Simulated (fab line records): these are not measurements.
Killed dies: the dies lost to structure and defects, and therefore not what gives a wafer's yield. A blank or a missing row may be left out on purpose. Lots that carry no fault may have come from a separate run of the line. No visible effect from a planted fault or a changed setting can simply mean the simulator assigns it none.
The tool behind it: which one? + flow nand-harc + 12 lots with 36 wafers sampled at 3 steps, on a route of 1159 steps

WHAT THE GAUGES READ, wafer by wafer
NHARC_A_SOURCE_PLATE_THK_MEAS_06: measures by ellipsometry.
| lot  | measured     | on            | thk-nm (nm)       |
|------|--------------|---------------|-------------------|
| L075 | day 8 04:02  | film-metro-02 | 204.8 202.0 201.7 |
| L077 | day 8 04:02  | film-metro-01 | 200.2 201.1 199.8 |
| L079 | day 8 19:40  | film-metro-01 | 199.3 198.3 198.2 |
| L081 | day 8 23:14  | film-metro-02 | 200.4 201.8 201.2 |
| L084 | day 9 15:10  | film-metro-01 | 199.6 197.3 198.4 |
| L085 | day 10 08:31 | film-metro-02 | 200.8 199.8 200.7 |
| L086 | day 10 17:59 | film-metro-01 | 199.0 198.4 200.2 |
| L089 | day 11 14:56 | film-metro-01 | 201.3 199.7 202.7 |
| L091 | day 11 14:56 | film-metro-02 | 200.3 204.3 200.2 |
| L093 | day 11 21:30 | film-metro-01 | 200.1 199.6 200.1 |
| L095 | day 12 20:58 | film-metro-01 | 202.7 203.4 200.6 |
| L097 | day 12 20:58 | film-metro-01 | 200.1 201.5 198.5 |

TOOL THAT RAN EACH LOT (tool first, then ch and the chambers of the sampled wafers, then the start)
| lot  | NHARC_P_BONDPAD_ETCH_12                       | NHARC_P_BONDPAD_PVD_27                  |
|------|-----------------------------------------------|-----------------------------------------|
| L075 | rie-diel-02 ch 0,1,3, day 8 04:02 or earlier  | pvd-sputter-01, day 8 04:02 or earlier  |
| L077 | rie-diel-02 ch 0,2,3, day 8 04:02 or earlier  | pvd-sputter-01, day 8 04:02 or earlier  |
| L079 | rie-diel-02 ch 0,1,3, day 8 19:40 or earlier  | pvd-sputter-02, day 8 19:40 or earlier  |
| L081 | rie-diel-02 ch 0,1,3, day 8 23:14 or earlier  | pvd-sputter-02, day 8 23:14 or earlier  |
| L084 | rie-diel-02 ch 0,3, day 9 15:10 or earlier    | pvd-sputter-02, day 9 15:10 or earlier  |
| L085 | rie-diel-02 ch 0,1,2, day 10 08:31 or earlier | pvd-sputter-03, day 10 08:31 or earlier |
| L086 | rie-diel-02 ch 0,2, day 10 17:59 or earlier   | pvd-sputter-03, day 10 17:59 or earlier |
| L089 | rie-diel-02 ch 1,3, day 11 14:56 or earlier   | pvd-sputter-02, day 11 14:56 or earlier |
| L091 | rie-diel-11 ch 0,1,3, day 11 14:56 or earlier | pvd-sputter-02, day 11 14:56 or earlier |
| L093 | rie-diel-11 ch 0,1,2, day 11 21:30 or earlier | pvd-sputter-02, day 11 21:30 or earlier |
| L095 | rie-diel-05 ch 0,2,3, day 12 20:58 or earlier | pvd-sputter-02, day 12 20:58 or earlier |
| L097 | rie-diel-11 ch 1,2, day 12 20:58 or earlier   | pvd-sputter-02, day 12 20:58 or earlier |
- NHARC_P_BONDPAD_ETCH_12: etches the open film in CHF3/O2, target depth 200 nm, time 100 s.
- NHARC_P_BONDPAD_PVD_27: deposits Cu, target thk 30 nm, time 20.49 s.

THE ANSWER, worked out from the rows above alone
Rule: the usual values come from the lots themselves. Put in order of their means at a reading, lots are off if they are a third of the lots or fewer, leave a main group of 4 or more, and stand apart from it by a gap of 3 or more times the standard deviation of the main group's means; of several such gaps the widest counts. A main group whose means are all the same, to the digits that the tables above print for the reading, isn't used. Also off: a lot with no number at a reading for which 4 or more lots have one. The other lots that the step has rows for count as sound.
Across all readings shown, no lot is off: no conclusion can be drawn from this.

WHAT THE SIMULATOR HAD PUT IN
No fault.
